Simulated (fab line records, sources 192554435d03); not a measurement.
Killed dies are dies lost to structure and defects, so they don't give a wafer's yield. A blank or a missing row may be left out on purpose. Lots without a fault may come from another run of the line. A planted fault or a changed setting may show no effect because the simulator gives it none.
fab line records | flow n5_finfet
record lots=10 wafers=30 last_day=18
route steps=1938 shown BEOL_M4@1111 BEOL_M10@1515 BEOL_M11@1536 PASSIVATION@1936
lots that met no fault: from a run of the same line without faults
start_h: hours from the record's first day to the start of the lot's first wafer shown | wait_h: hours since the lot's step before | " the same as in the row above | L1.1+2: a row that stands for several wafers | - no value, or no start given | * or withheld: withheld | < > ~ a bound
route shown NAME@n: a module of which the file shows steps, and the number in the route of the first | usual: mean/standard deviation of fault-free wafers | same: alike in all rows | chamber/n: place in a boat | sites: the reading at each site | _std_site: their standard deviation | _edge_site: outer sites' mean less inner sites' | radius_mm: how far each site lies from the wafer's centre | mask NAME#n: copy n | behind: the tool/chamber that last shaped the wafer | hold: why the lot was held/for how many hours/how that ended | device: the transistor (n, p or np) that didn't switch | end of line: the same wafers' tests at the end of the route | a step without rows: its recipe alone | killed: dies lost to structure and defects at the first sort, not the wafer's yield | map: a wafer's dies, x killed, . not, _ none there
set.NAME: the setting as run; set.NAME@STEP: as run at that earlier step | model.NAME: the simulator's own value behind a step, which no gauge read
steps of the route over a sample of lots; a table a step, a row a wafer
services: from which hour (start_h, from the record's first day; less than 0 if before it) a tool's chamber was out of use, for how many hours, and why
## steps
# step N5_BEOL_M4_RC_MEAS_101
# usual DIBL_N=35.3/1.8 DIBL_P=35.2/2.2 IOFF_N=0.144/0.029 IOFF_P=0.19/0.031 ION_N=670/12 ION_P=460/7.6 SS_N=71.2/0.62 SS_P=73.0/0.69 VT_N=251/3.4 VT_P=-251.4/2.6
# columns lot.wafer tool chamber start_h wait_h DIBL_N[mV/V] DIBL_P[mV/V] IOFF_N[nA/um] IOFF_P[nA/um] ION_N[uA/um] ION_P[uA/um] SS_N[mV/dec] SS_P[mV/dec] VT_N[mV] VT_P[mV]
L854.1 prober-01 0 171.73 0.0 35.7 34.0 0.122 0.17 655 454 71.6 73.3 256 -253.7
L854.4 " 0 " " 35.0 33.2 0.117 0.17 663 458 71.0 72.6 254 -252.2
L854.6 " 0 " " 37.2 35.5 0.147 0.20 672 464 71.9 74.1 252 -250.0
L856.1 prober-02 0 210.52 0.0 35.0 35.5 0.112 0.16 661 460 70.7 72.4 258 -253.7
L856.2 " 0 " " 35.8 36.9 0.119 0.17 655 456 71.5 73.4 256 -254.2
L856.4 " 0 " " 33.7 34.3 0.097 0.14 664 455 70.7 71.6 257 -258.8
L858.1 prober-01 0 230.68 0.0 33.6 33.4 0.115 0.17 649 449 70.6 73.0 256 -253.6
L858.5 " 0 " " 34.9 35.3 0.136 0.18 664 455 70.9 72.0 253 -253.6
L858.6 " 0 " " 34.4 34.1 0.120 0.16 659 452 71.2 73.2 254 -251.5
L860.1 prober-01 0 236.78 0.0 36.7 36.9 0.172 0.21 675 459 72.3 73.8 249 -252.4
L860.3 " 0 " " 29.2 27.8 0.072 0.10 628 436 69.8 72.0 263 -260.2
L860.6 " 0 " " 34.0 34.2 0.124 0.16 651 449 71.8 73.0 255 -253.9
L862.1 prober-02 0 238.17 0.2 31.7 32.1 0.103 0.14 658 455 70.2 72.0 257 -255.7
L862.2 " 0 " " 35.2 36.9 0.156 0.21 673 461 71.4 73.1 251 -253.1
L862.4 " 0 " " 35.5 36.9 0.157 0.20 679 462 71.3 73.4 249 -249.9
L863.1 prober-02 0 240.59 0.0 36.7 36.3 0.160 0.20 674 458 72.1 73.6 249 -250.1
L863.3 " 0 " " 37.6 38.0 0.183 0.24 682 463 71.2 73.8 248 -247.8
L863.5 " 0 " " 37.7 38.2 0.181 0.24 683 464 71.9 74.0 245 -249.2
L866.2 prober-02 0 265.96 0.2 34.2 32.6 0.123 0.18 656 451 71.4 72.7 254 -250.7
L866.5 " 0 " " 34.5 33.0 0.135 0.18 654 447 71.1 73.1 252 -251.3
L866.6 " 0 " " 33.9 33.0 0.123 0.18 656 451 71.0 72.3 255 -251.9
L868.1 prober-01 0 277.36 0.0 35.1 34.1 0.134 0.17 676 463 71.4 71.9 252 -254.0
L868.2 " 0 " " 37.0 36.3 0.153 0.19 673 455 71.4 73.8 250 -255.1
L868.4 " 0 " " 37.7 36.9 0.171 0.19 674 457 72.1 73.1 247 -252.8
L870.1 prober-02 0 315.18 0.0 35.6 36.8 0.138 0.20 676 467 71.4 73.2 252 -252.4
L870.4 " 0 " " 34.3 33.9 0.111 0.16 669 466 71.0 72.4 255 -254.0
L870.6 " 0 " " 36.8 37.6 0.154 0.21 672 458 71.3 73.4 252 -252.4
L873.2 prober-01 0 315.85 0.5 35.2 35.2 0.151 0.20 655 453 72.2 73.2 251 -252.5
L873.3 " 0 " " 36.2 36.5 0.167 0.22 669 463 72.6 73.1 248 -248.8
L873.4 " 0 " " 37.1 38.4 0.194 0.26 677 463 71.3 73.8 246 -247.0
# step N5_BEOL_M10_OCD_MEAS_38
# usual trench_depth_nm=150.1/2.6
# columns lot.wafer tool chamber start_h wait_h trench_depth_nm
L854.1 ocd-01 - 223.67 - 150.1
L854.4 " - " " 150.1
L854.6 " - " " 150.5
L856.1 ocd-02 - 265.95 - 147.6
L856.2 " - " " 144.4
L856.4 " - " " 153.5
L858.1 ocd-01 - 279.29 - 152.5
L858.5 " - " " 151.0
L858.6 " - " " 152.0
L862.1 ocd-02 - 297.24 - 145.1
L862.2 " - " " 152.6
L862.4 " - " " 149.9
L860.1 ocd-02 - 300.40 - 148.2
L860.3 " - " " 153.9
L860.6 " - " " 152.5
L863.1 ocd-01 - 309.16 - 150.2
L863.3 " - " " 151.8
L863.5 " - " " 151.7
L866.2 ocd-02 - 329.37 - 154.1
L866.5 " - " " 150.9
L866.6 " - " " 151.1
L868.1 ocd-02 - 331.87 - 146.8
L868.2 " - " " 153.5
L868.4 " - " " 152.7
L873.2 ocd-01 - 377.18 - 145.6
L873.3 " - " " 152.8
L873.4 " - " " 150.1
L870.1 ocd-01 - 377.66 - 149.2
L870.4 " - " " 151.2
L870.6 " - " " 150.0
# step N5_BEOL_M10_SURFACE_TREAT_76
# recipe gas=Ar time_s=* ion_energy_ev=* ion_current_ma_cm2=0.5 pressure_mtorr=* ar_flow_sccm=30
# usual ar_flow_sccm=29.99/0.091 throttle_valve_pct=*
# columns lot.wafer tool chamber start_h wait_h ar_flow_sccm throttle_valve_pct
L854.1 pvd_sputter-03 - 225.85 0.2 30.04 *
L854.4 " - " " 29.95 *
L854.6 " - " " 29.99 *
L856.1 pvd_sputter-01 - 267.01 0.2 29.90 *
L856.2 " - " " 29.85 *
L856.4 " - " " 29.98 *
L858.1 pvd_sputter-03 - 280.41 0.2 30.09 *
L858.5 " - " " 30.12 *
L858.6 " - " " 29.99 *
L862.1 pvd_sputter-03 - 298.41 0.2 30.10 *
L862.2 " - " " 30.05 *
L862.4 " - " " 30.21 *
L860.1 pvd_sputter-02 - 304.06 0.2 29.96 *
L860.3 " - " " 29.87 *
L860.6 " - " " 30.06 *
L863.1 pvd_sputter-01 - 310.61 0.3 30.16 *
L863.3 " - " " 29.90 *
L863.5 " - " " 30.20 *
L866.2 pvd_sputter-02 - 330.90 0.3 30.00 *
L866.5 " - " " 29.91 *
L866.6 " - " " 29.91 *
L868.1 pvd_sputter-01 - 333.13 0.2 29.94 *
L868.2 " - " " 29.93 *
L868.4 " - " " 30.13 *
L873.2 pvd_sputter-02 - 378.73 0.2 30.02 *
L873.3 " - " " 29.91 *
L873.4 " - " " 30.04 *
L870.1 pvd_sputter-03 - 378.83 0.2 30.02 *
L870.4 " - " " 29.82 *
L870.6 " - " " 30.02 *
# step N5_BEOL_M10_RS_MEAS_57
# recipe thk_meas_gauge=four-point-probe reads=Cu_of_BEOL_M10_ECD_50+Co_of_BEOL_M10_CVD_75+TaN_of_BEOL_M10_ALD_74
# usual M10_RS=0.150/0.0031
# columns lot.wafer tool chamber start_h wait_h M10_RS[ohm/sq]
L854.1 film_metro-01 - 227.02 0.1 0.150
L854.4 " - " " 0.151
L854.6 " - " " 0.148
L856.1 film_metro-02 - 268.21 0.1 0.153
L856.2 " - " " 0.158
L856.4 " - " " 0.146
L858.1 film_metro-01 - 281.96 0.1 0.148
L858.5 " - " " 0.149
L858.6 " - " " 0.149
L862.1 film_metro-01 - 300.22 0.1 0.156
L862.2 " - " " 0.147
L862.4 " - " " 0.150
L860.1 film_metro-02 - 305.31 0.1 0.151
L860.3 " - " " 0.146
L860.6 " - " " 0.144
L863.1 film_metro-02 - 313.01 0.1 0.148
L863.3 " - " " 0.149
L863.5 " - " " 0.151
L866.2 film_metro-01 - 332.11 0.1 0.146
L866.5 " - " " 0.150
L866.6 " - " " 0.148
L868.1 film_metro-02 - 335.28 0.1 0.154
L868.2 " - " " 0.146
L868.4 " - " " 0.146
L873.2 film_metro-02 - 379.96 0.1 0.154
L873.3 " - " " 0.149
L873.4 " - " " 0.150
L870.1 film_metro-01 - 380.21 0.1 0.152
L870.4 " - " " 0.147
L870.6 " - " " 0.150
# step N5_BEOL_M11_ILD_DEP_00
# recipe material=SiCOH_lowk target_thk_a=3085.1 temp_c=300 precursor=DEMS/porogen pressure_torr=5 rf_w=500 time_s=58
# usual heater_power_w=322/44 showerhead_plenum_p_Torr=5.737/0.018 showerhead_vpp_V=1379/78 throttle_valve_pct=14.0/0.66
# columns lot.wafer tool chamber start_h wait_h heater_power_w showerhead_plenum_p_Torr showerhead_vpp_V throttle_valve_pct
L854.1 pecvd-02 1 227.08 0.0 418 5.751 1327 13.9
L854.4 " 1 " " 407 5.748 1353 13.8
L854.6 " 0 " " 385 5.771 1327 13.8
L856.1 pecvd-03 2 268.27 0.0 379 5.744 1496 12.3
L856.2 " 0 " " 333 5.748 1363 14.8
L856.4 " 0 " " 336 5.764 1363 15.0
L858.1 pecvd-01 2 282.03 0.0 364 5.727 1427 13.9
L858.5 " 0 " " 225 5.743 1292 14.0
L858.6 " 1 " " 272 5.724 1359 14.2
L862.1 pecvd-01 1 300.29 0.0 280 5.734 1372 14.1
L862.2 " 2 " " 375 5.727 1383 13.8
L862.4 " 2 " " 305 5.704 1411 13.6
L860.1 pecvd-03 1 305.37 0.0 316 5.699 1338 14.5
L860.3 " 2 " " 327 5.760 1549 12.8
L860.6 " 0 " " 347 5.761 1362 14.9
L863.1 pecvd-03 2 313.08 0.0 390 5.761 1539 12.5
L863.3 " 1 " " 271 5.709 1312 14.8
L863.5 " 1 " " 264 5.710 1308 14.7
L866.2 pecvd-02 1 332.18 0.0 355 5.742 1323 13.9
L866.5 " 1 " " 372 5.743 1323 13.8
L866.6 " 2 " " 285 5.724 1526 13.7
L868.1 pecvd-01 0 335.35 0.0 281 5.731 1253 14.3
L868.2 " 2 " " 352 5.721 1370 13.8
L868.4 " 2 " " 350 5.720 1401 13.9
L873.2 pecvd-02 0 380.03 0.0 335 5.772 1358 13.9
L873.3 " 2 " " 307 5.727 1519 14.0
L873.4 " 0 " " 343 5.750 1351 13.5
L870.1 pecvd-02 0 380.27 0.0 353 5.766 1353 13.6
L870.4 " 0 " " 366 5.759 1350 13.7
L870.6 " 2 " " 316 5.738 1549 14.0
# step N5_BEOL_M11_THK_MEAS_01
# recipe reads=SiCOH_lowk_of_BEOL_M11_ILD_DEP_00
# usual M11_ILD_THK=267/3.5
# columns lot.wafer tool chamber start_h wait_h M11_ILD_THK[nm]
L854.1 film_metro-01 - 227.76 0.5 266
L854.4 " - " " 269
L854.6 " - " " 273
L856.1 film_metro-01 - 268.86 0.4 264
L856.2 " - " " 265
L856.4 " - " " 268
L858.1 film_metro-01 - 282.62 0.4 264
L858.5 " - " " 267
L858.6 " - " " 266
L862.1 film_metro-01 - 301.37 0.4 268
L862.2 " - " " 266
L862.4 " - " " 269
L860.1 film_metro-01 - 305.96 0.4 262
L860.3 " - " " 210
L860.6 " - " " 268
L863.1 film_metro-02 - 313.67 0.4 214
L863.3 " - " " 264
L863.5 " - " " 266
L866.2 film_metro-02 - 332.90 0.4 264
L866.5 " - " " 271
L866.6 " - " " 272
L868.1 film_metro-01 - 335.94 0.4 263
L868.2 " - " " 266
L868.4 " - " " 268
L873.2 film_metro-01 - 380.62 0.4 270
L873.3 " - " " 266
L873.4 " - " " 276
L870.1 film_metro-02 - 381.10 0.4 271
L870.4 " - " " 275
L870.6 " - " " 272
# step N5_PASSIVATION_PROBE_49
# usual defect_limited_yield=91.0/1.4 killed_at_M0_to_M3=36/10 killed_at_M4_up=15/5 killed_at_contacts=12/6.1 killed_at_front_end=40/13 killed_at_other=3.8/2.9 killed_dies=106/16 killed_on_rim=14/4.1 killed_open=68/12 killed_short=35/8.2 sort_bin_5_function=5.2/0.9 sort_bin_6_memory=3.4/0.71 sort_bin_8_speed=0.0/0.46 sort_n_pass=1073/17 sort_yield_pct=91.0/1.5
# same gross_dies=1180 killed_at_back_side=0 sort_bin_4_leakage[%]=0
# columns lot.wafer tool chamber start_h wait_h defect_limited_yield[%] killed_at_M0_to_M3 killed_at_M4_up killed_at_contacts killed_at_front_end killed_at_other killed_dies killed_on_rim killed_open killed_short sort_bin_5_function[%] sort_bin_6_memory[%] sort_bin_8_speed[%] sort_n_pass sort_yield_pct[%]
L860.1 prober-01 - 375.68 0.2 90.3 35 16 4 53 7 115 14 70 39 5.2 4.0 0 1065 90.3
L860.3 prober-01 - 375.78 0.3 56.4 50 421 10 24 9 514 152 80 32 5.7 3.5 3.4 626 53.1
L860.6 prober-01 - 375.93 0.5 88.3 49 25 3 58 3 138 16 76 55 6.7 4.7 0 1042 88.3
L863.1 prober-01 - 377.19 0.4 69.3 31 287 16 25 3 362 152 57 25 3.7 3.0 0 818 69.3
L863.3 prober-01 - 377.29 0.5 91.5 26 19 18 35 2 100 11 68 30 4.3 3.7 0 1080 91.5
L863.5 prober-01 - 377.39 0.6 91.4 31 14 14 43 0 102 12 70 23 4.1 3.4 0 1078 91.4
L873.3 prober-02 - 429.07 0.1 91.0 35 19 4 45 3 106 17 60 43 5.2 3.6 0 1074 91.0
L870.1 prober-01 - 433.00 0.3 88.8 56 19 10 47 0 132 17 83 46 6.2 4.7 0 1048 88.8
L870.4 prober-01 - 433.15 0.4 90.8 52 14 11 24 7 108 16 71 31 5.8 3.1 0 1072 90.8
L870.6 prober-01 - 433.25 0.5 91.8 28 20 11 36 2 97 12 60 33 5.6 2.4 0 1083 91.8
# killed by level:class
L860.1 STI_FIN_REVEAL:geometric_particle:open=19 BEOL_M0_SAQP:geometric_particle:open=9 BEOL_M4:geometric_particle:open=8 FIN_SAQP:geometric_particle:short=6 STI_FIN_REVEAL:geometric_particle:short=6 BEOL_M1:geometric_particle:open=5 BEOL_M2:geometric_particle:open=5 BEOL_M0_SAQP:geometric_particle:short=4
L860.3 BEOL_M11:area_dep=400 BEOL_M2:geometric_particle:open=13 BEOL_M1:geometric_particle:open=11 MOL_CONTACT_COAG:geometric_particle:open=10 BEOL_M0_SAQP:geometric_particle:open=8 BEOL_M4:geometric_particle:open=8 FIN_SAQP:geometric_particle:open=6 STI_FIN_REVEAL:geometric_particle:open=6
L860.6 BEOL_M0_SAQP:geometric_particle:short=16 STI_FIN_REVEAL:geometric_particle:open=13 FIN_SAQP:geometric_particle:open=10 FIN_SAQP:geometric_particle:short=10 BEOL_M1:geometric_particle:open=9 BEOL_M4:geometric_particle:open=7 BEOL_M2:geometric_particle:open=6 STARTING-WAFER:geometric_particle:open=6
L863.1 BEOL_M11:area_dep=279 MOL_CONTACT_COAG:geometric_particle:open=13 BEOL_M2:geometric_particle:open=8 BEOL_M3:geometric_particle:open=7 BEOL_M0_SAQP:geometric_particle:open=5 BEOL_M0_SAQP:geometric_particle:short=4 STARTING-WAFER:geometric_particle:short=4 FIN_SAQP:geometric_particle:open=3
L863.3 FIN_SAQP:geometric_particle:open=13 MOL_CONTACT_COAG:geometric_particle:open=13 BEOL_M4:geometric_particle:open=7 BEOL_M1:geometric_particle:open=7 BEOL_M0_SAQP:geometric_particle:short=5 MOL_CONTACT_COAG:geometric_particle:short=5 BEOL_M0_SAQP:geometric_particle:open=4 BEOL_M2:geometric_particle:open=4
L863.5 MOL_CONTACT_COAG:geometric_particle:open=11 BEOL_M4:geometric_particle:open=10 BEOL_M2:geometric_particle:open=10 HKMG_FIN:area_etch=8 FIN_SAQP:geometric_particle:open=7 BEOL_M3:geometric_particle:open=6 STI_FIN_REVEAL:geometric_particle:open=5 SPACER0:geometric_particle:short=4
L873.3 STI_FIN_REVEAL:geometric_particle:open=16 BEOL_M0_SAQP:geometric_particle:short=13 FIN_SAQP:geometric_particle:short=12 BEOL_M0_SAQP:geometric_particle:open=9 FIN_SAQP:geometric_particle:open=6 MOL_CONTACT_COAG:geometric_particle:open=4 BEOL_M2:geometric_particle:open=4 BEOL_M4:geometric_particle:open=3
L870.1 BEOL_M3:geometric_particle:open=17 FIN_SAQP:geometric_particle:short=11 BEOL_M0_SAQP:geometric_particle:short=11 FIN_SAQP:geometric_particle:open=10 MOL_CONTACT_COAG:geometric_particle:open=10 DUMMY_GATE:geometric_particle:open=8 BEOL_M2:geometric_particle:open=8 GATE_CUT:geometric_particle:short=7
L870.4 BEOL_M2:geometric_particle:open=16 BEOL_M0_SAQP:geometric_particle:open=12 MOL_CONTACT_COAG:geometric_particle:open=10 BEOL_M0_SAQP:geometric_particle:short=9 FIN_SAQP:geometric_particle:short=5 BEOL_M3:geometric_particle:open=5 BEOL_M1:geometric_particle:open=3 BEOL_M4:geometric_particle:short=3
L870.6 BEOL_M4:geometric_particle:open=11 GATE_CUT:geometric_particle:short=10 MOL_CONTACT_COAG:geometric_particle:open=9 BEOL_M1:geometric_particle:open=7 FIN_SAQP:geometric_particle:short=6 BEOL_M0_SAQP:geometric_particle:open=6 BEOL_M3:geometric_particle:open=6 FIN_SAQP:geometric_particle:open=5
## services
# columns tool chamber start_h hours kind
pecvd-02 0 203.83 5.4 repair
pecvd-03 1 206.56 5.5 scheduled_down
pecvd-02 - 241.79 2.8 pm
pecvd-01 1 243.93 5.5 scheduled_down
pecvd-03 2 244.90 10.8 repair
pecvd-01 1 266.30 2.1 scheduled_down
pecvd-03 - 294.00 0.4 repair
pvd_sputter-03 - 308.35 10.1 repair
pecvd-01 - 330.87 1.1 repair
pvd_sputter-02 - 340.03 24.0 repair
pecvd-02 1 349.04 29.0 repair
## key
first_sign step=N5_BEOL_M11_THK_MEAS_01 reading=M11_ILD_THK direction=down sigmas=16 usual=267 struck=212
effect step=N5_PASSIVATION_PROBE_49 reading=killed_at_M4_up direction=up sigmas=68 usual=15 struck=354
more_kills_born_at N5_BEOL_M11_ILD_DEP_00@pecvd-03=679
met_at N5_BEOL_M11_ILD_DEP_00
struck_lots L860,L863
struck_wafers L860.3,L863.1
not_acting_at N5_BEOL_M10_OCD_MEAS_38,N5_BEOL_M10_SURFACE_TREAT_76,N5_BEOL_M10_RS_MEAS_57
onset_between 268.27 305.37
fault kind=site_profile_drift tool=pecvd-03 chamber=2 onset_h=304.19 steps=N5_BEOL_M11_ILD_DEP_00 basis=fraction max_abs_drift=0.35728 slope_share_per_hr=79.396 site_pattern=0,0,0,0,0,-1,-1,-1,-1
